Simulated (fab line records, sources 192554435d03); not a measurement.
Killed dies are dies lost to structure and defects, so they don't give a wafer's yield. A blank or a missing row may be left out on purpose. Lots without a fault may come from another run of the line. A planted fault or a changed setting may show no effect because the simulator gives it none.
Chamber matching | flow n5_finfet | N5_HKMG_FIN_CVD_62 on thermal_cvd_si-01: 3 sister chambers
The step deposits a-Si from Si2H6, target thk 3 nm, time 20.8 s. 3 wafers are shown with their chamber, then 12 later ones without.

WAFERS WITH THEIR CHAMBER
wafer  | chamber | heater_power_w (W)
L089.4 | 0       | 1430
L089.5 | 1       | 1777
L089.6 | 2       | 1555

WAFERS WITHOUT THEIR CHAMBER
wafer  | heater_power_w (W)
L091.1 | 1714
L091.2 | 1391
L091.3 | 1589
L093.2 | 1584
L093.5 | 1576
L093.6 | 1757
L095.1 | 1785
L095.3 | 1602
L095.4 | 1422
L097.1 | 1788
L097.5 | 1369
L097.6 | 1782

WHICH CHAMBER EACH WENT THROUGH
wafer  | from the rows above | in truth
L091.1 | 1                   | 1
L091.2 | 0                   | 0
L091.3 | 2                   | 2
L093.2 | 2                   | 2
L093.5 | 2                   | 2
L093.6 | 1                   | 1
L095.1 | 1                   | 1
L095.3 | 2                   | 2
L095.4 | 0                   | 0
L097.1 | 1                   | 1
L097.5 | 0                   | 0
L097.6 | 1                   | 1
Placed correctly: 12 of 12. Can't be placed from these rows: 0. Placed wrongly: 0.
How it was worked out, from the rows above alone: a wafer's distance from a chamber is the root of the sum, over the readings, of the square of ((its reading less the chamber's mean) divided by the reading's scatter). The wafer belongs to the nearest chamber; if the next one is less than 2 further off, it can't be placed. A chamber's mean is the mean of its shown wafers. The scatter: with one shown wafer a chamber, the root of the mean of the squares of how far each hidden wafer lies from its nearest shown one.
